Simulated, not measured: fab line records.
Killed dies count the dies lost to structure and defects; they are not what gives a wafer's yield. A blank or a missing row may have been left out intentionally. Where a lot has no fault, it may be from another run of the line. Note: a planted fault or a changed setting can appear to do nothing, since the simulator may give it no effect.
Chamber matching + flow n5 finfet + rie diel-05 running N5_BEOL_M15_DESCUM_15: 4 sister chambers
The step chemistry O2, time 7.9 s. 4 wafers are shown with their chamber, then 8 later ones without.

## WAFERS PAIRED WITH THEIR CHAMBERS
| wafer  | chamber | drypump motor current A (A) |
|--------|---------|-----------------------------|
| L091.1 | 0       | 5.0                         |
| L091.2 | 3       | 5.8                         |
| L091.5 | 1       | 5.8                         |
| L090.3 | 2       | 5.9                         |

## WAFERS WHOSE CHAMBER IS MISSING
| wafer  | drypump motor current A (A) |
|--------|-----------------------------|
| L090.4 | 5.0                         |
| L090.5 | 5.0                         |
| L093.1 | 5.0                         |
| L093.2 | 6.0                         |
| L093.3 | 5.8                         |
| L094.2 | 5.8                         |
| L094.4 | 5.8                         |
| L094.5 | 5.8                         |

## CHAMBER TAKEN BY EACH
| wafer  | from the rows above     | in truth |
|--------|-------------------------|----------|
| L090.4 | 0                       | 0        |
| L090.5 | 0                       | 0        |
| L093.1 | 0                       | 0        |
| L093.2 | 2                       | 2        |
| L093.3 | can't be placed: 1 or 3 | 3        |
| L094.2 | can't be placed: 1 or 3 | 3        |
| L094.4 | can't be placed: 1 or 3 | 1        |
| L094.5 | can't be placed: 1 or 3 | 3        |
Correctly placed: 4 of 8. Can't be placed from these rows: 4 (the true chamber is among the candidates in 4). Number placed wrongly: 0.
How it was worked out, from the rows above alone: a wafer's distance from a chamber is the root of the sum, over the readings, of the square of ((its reading less the chamber's mean) divided by the reading's scatter). If the next closest chamber is less than 2 further off than the closest, the wafer can't be placed; otherwise it belongs to the closest. A chamber's mean is the mean of its shown wafers. The scatter: with one shown wafer a chamber, the root of the mean of the squares of how far each hidden wafer lies from its nearest shown one.
